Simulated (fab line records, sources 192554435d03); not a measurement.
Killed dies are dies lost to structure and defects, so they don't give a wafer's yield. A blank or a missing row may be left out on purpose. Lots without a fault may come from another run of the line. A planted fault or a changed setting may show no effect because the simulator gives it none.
Problem report in the 8D (eight disciplines) form, filled by code | flow n5_finfet | the parts of the form that need people (team, actions taken, sign-off) are left out

1. THE PROBLEM
time_to_endpoint_s at N5_BEOL_M8_CMP_52 reads a mean of 2 s on 6 wafers of 2 lots; wafers without a fault read 61 s with a standard deviation of 3.2. That is -18 standard deviations from the usual mean.
The step: polishes, stops on SiCOH lowk, t overpolish 6.9 s, target thk 80 nm.
First seen on wafer L155.1, day 12 14:16, on cmp-02. The record holds 30 wafers of 10 lots with a number at this step. Rule for "out", or "out of limits": more than 4 standard deviations from the usual mean. The other wafers with a number count as sound.

2. WHAT IT IS AND WHAT IT IS NOT
question                    | is                     | is not
which readings at this step | time_to_endpoint_s     | -
which lots                  | L153, L155             | L148, L160, L164, L165, L167, L168, L169, L170
which wafers of those lots  | all that have a number | -
read on which tools         | cmp-02, cmp-04         | cmp-01
when                        | from day 12 14:16      | up to then (3 sound wafers); but 21 sound wafers of L160, L164, L165, L167, L168, L169, L170 came after

3. SUSPECTS, AND WHAT RULES EACH OUT
Counting: a tool at a process step up to the reading stays a suspect if it ran every lot that is out and no sound lot after the first of them.
- ald_metal-04 at N5_BEOL_M8_ALD_77 (deposits TaN, target thk 2 nm, pulse time 2 s, purge time 3 s): ruled out as a lasting fault. Sound lots L164, L165, L167, L170 ran on it after its first lot that is out, L155 (day 12 12:57).
- pvd_sputter-02 at N5_BEOL_M8_SURFACE_TREAT_79: ruled out as a lasting fault. Sound lots L164 ran on it after its first lot that is out, L155 (day 12 13:14).
- ecd_cu-01 at N5_BEOL_M8_ECD_50 (material Cu, target thk 300 nm): ruled out as a lasting fault. Sound lots L160, L164, L165, L167, L169 ran on it after its first lot that is out, L155 (day 12 13:52).
Left after counting: nothing in the record.

4. THE CAUSE (what the simulator had put in)
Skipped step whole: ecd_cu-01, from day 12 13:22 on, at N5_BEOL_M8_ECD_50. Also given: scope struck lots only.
Counting ruled it out, wrongly: the rule takes a fault to strike every lot that its tool runs from its start on, and this one did not.

5. THE CHAIN OF EFFECTS, in route order
Each row: a reading whose mean over the struck wafers that have a number lies more than 3 standard deviations from the usual. Only readings for which the record gives a usual standard deviation are gone through. hours: the time from each lot's start at the first step in this table that gives one to its start at this step, as a median over the lots. sigmas: the change in usual standard deviations.
hours | step                    | reading              | usual  | on struck wafers | change | sigmas
0     | N5_BEOL_M8_CMP_52       | time_to_endpoint_s   | 61 s   | 2                | -59    | -18
86    | N5_PASSIVATION_PROBE_49 | defect_limited_yield | 91.0 % | 0.0              | -91.0  | -65
86    | N5_PASSIVATION_PROBE_49 | killed_at_M4_up      | 15     | 1085             | +1070  | +99 or more
86    | N5_PASSIVATION_PROBE_49 | killed_dies          | 106    | 1180             | +1074  | +67
86    | N5_PASSIVATION_PROBE_49 | killed_on_rim        | 14     | 152              | +138   | +34
86    | N5_PASSIVATION_PROBE_49 | sort_bin_5_function  | 5.2 %  | 96.0             | +90.8  | +99 or more
86    | N5_PASSIVATION_PROBE_49 | sort_n_pass          | 1073   | 0                | -1073  | -63
86    | N5_PASSIVATION_PROBE_49 | sort_yield_pct       | 91.0 % | 0.0              | -91.0  | -61
The process steps in it:
- N5_BEOL_M8_CMP_52: polishes, stops on SiCOH lowk, t overpolish 6.9 s, target thk 80 nm.
- N5_PASSIVATION_PROBE_49

6. WHAT WOULD HAVE CAUGHT IT SOONER
In this record the first reading out of limits was taken at day 12 14:16, 1 hour after the fault began at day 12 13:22.
